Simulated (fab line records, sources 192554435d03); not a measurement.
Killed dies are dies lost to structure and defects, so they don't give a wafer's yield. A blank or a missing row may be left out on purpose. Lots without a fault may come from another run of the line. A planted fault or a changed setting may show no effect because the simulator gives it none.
Chamber matching | flow n5_finfet | N5_BEOL_M6_CURE_74 on uv_cure-03: 3 sister chambers
The step cures SiCOH lowk, time 240 s. 3 wafers are shown with their chamber, then 11 later ones without.

WAFERS WITH THEIR CHAMBER
wafer  | chamber | wafer_temp_C_max
L082.6 | 0       | 386.1
L084.5 | 1       | 388.1
L087.1 | 2       | 386.7

WAFERS WITHOUT THEIR CHAMBER
wafer  | wafer_temp_C_max
L087.2 | 387.2
L087.3 | 386.5
L090.2 | 386.1
L090.3 | 386.4
L090.5 | 386.1
L096.2 | 386.3
L096.3 | 386.3
L096.5 | 386.2
L097.2 | 386.9
L097.4 | 387.1
L097.5 | 387.4

WHICH CHAMBER EACH WENT THROUGH
wafer  | from the rows above          | in truth
L087.2 | can't be placed: 2 or 1 or 0 | 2
L087.3 | can't be placed: 2 or 0      | 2
L090.2 | can't be placed: 0 or 2      | 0
L090.3 | can't be placed: 0 or 2      | 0
L090.5 | can't be placed: 0 or 2      | 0
L096.2 | can't be placed: 0 or 2      | 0
L096.3 | can't be placed: 0 or 2      | 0
L096.5 | can't be placed: 0 or 2      | 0
L097.2 | can't be placed: 2 or 0      | 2
L097.4 | can't be placed: 2 or 0 or 1 | 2
L097.5 | can't be placed: 2 or 1 or 0 | 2
Placed correctly: 0 of 11. Can't be placed from these rows: 11 (the true chamber is among the candidates in 11). Placed wrongly: 0.
How it was worked out, from the rows above alone: a wafer's distance from a chamber is the root of the sum, over the readings, of the square of ((its reading less the chamber's mean) divided by the reading's scatter). The wafer belongs to the nearest chamber; if the next one is less than 2 further off, it can't be placed. A chamber's mean is the mean of its shown wafers. The scatter: with one shown wafer a chamber, the root of the mean of the squares of how far each hidden wafer lies from its nearest shown one.
